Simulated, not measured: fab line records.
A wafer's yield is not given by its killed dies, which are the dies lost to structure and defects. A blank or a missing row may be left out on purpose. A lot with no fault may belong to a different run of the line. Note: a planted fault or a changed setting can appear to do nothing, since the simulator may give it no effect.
Which of the tools did it? -- flow nandHarc -- 6 lots with 18 wafers sampled at 3 steps, on a route of 1302 steps

WHAT EACH GAUGE READ, for each wafer
NHARC_P_GATE_CD_MEAS_59 targets a cd of 720 nm.
lot,measured,on,cdNm (nm)
L833,day 6 18:09,cdSem-03,719.9 721.6 720.9
L835,day 7 16:36,cdSem-01,718.3 716.9 717.3
L845,day 11 22:41,cdSem-02,719.4 722.0 721.7
L849,day 13 18:43,cdSem-03,720.0 721.9 720.5
L851,day 14 07:37,cdSem-03,719.9 718.1 721.2
L853,day 15 08:59,cdSem-01,722.9 721.4 722.9

TOOL THAT RAN EACH LOT (tool first, then ch and the chambers of the sampled wafers, then the start)
lot,NHARC_P_GATE_ETCH_32,NHARC_P_GATE_EXPOSE_56
L833,"rieSi-03 ch 0,2, day 6 05:14","krfScanner-01 ch 0, day 6 18:00"
L835,"rieSi-03 ch 0,2,3, day 7 00:39","krfScanner-04 ch 0, day 7 16:27"
L845,"rieSi-03 ch 0,1, day 11 09:41","krfScanner-04 ch 0, day 11 22:32"
L849,"rieSi-06 ch 0,2,3, day 13 05:43","krfScanner-04 ch 0, day 13 18:34"
L851,"rieSi-06 ch 0,1,2, day 13 18:38","krfScanner-03 ch 0, day 14 07:28"
L853,"rieSi-03 ch 1,3, day 14 19:57","krfScanner-04 ch 0, day 15 08:50"
- NHARC_P_GATE_ETCH_32: etches the open film in HBr/Cl2, target depth 150 nm, time 100.1 s.
- NHARC_P_GATE_EXPOSE_56: exposes mask P PSD, target cd 720 nm.

THE ANSWER, worked out from the rows above alone
Rule: what is usual is taken from the lots themselves. The widest of any qualifying gaps counts: lots, ordered by their means at a reading, are off when they make up no more than a third of the lots, leave a main group of 4 or more, and stand apart from it by 3 or more times the standard deviation of that group's means. A main group whose means are all the same, to the digits that the tables above print for the reading, isn't used. A lot without any number at a reading at which 4 lots or more have one is off too. Any other lot the step has rows for is counted as sound.
Across all readings shown, no lot is off: no conclusion can be drawn from this.

WHAT HAD BEEN PUT IN BY THE SIMULATOR
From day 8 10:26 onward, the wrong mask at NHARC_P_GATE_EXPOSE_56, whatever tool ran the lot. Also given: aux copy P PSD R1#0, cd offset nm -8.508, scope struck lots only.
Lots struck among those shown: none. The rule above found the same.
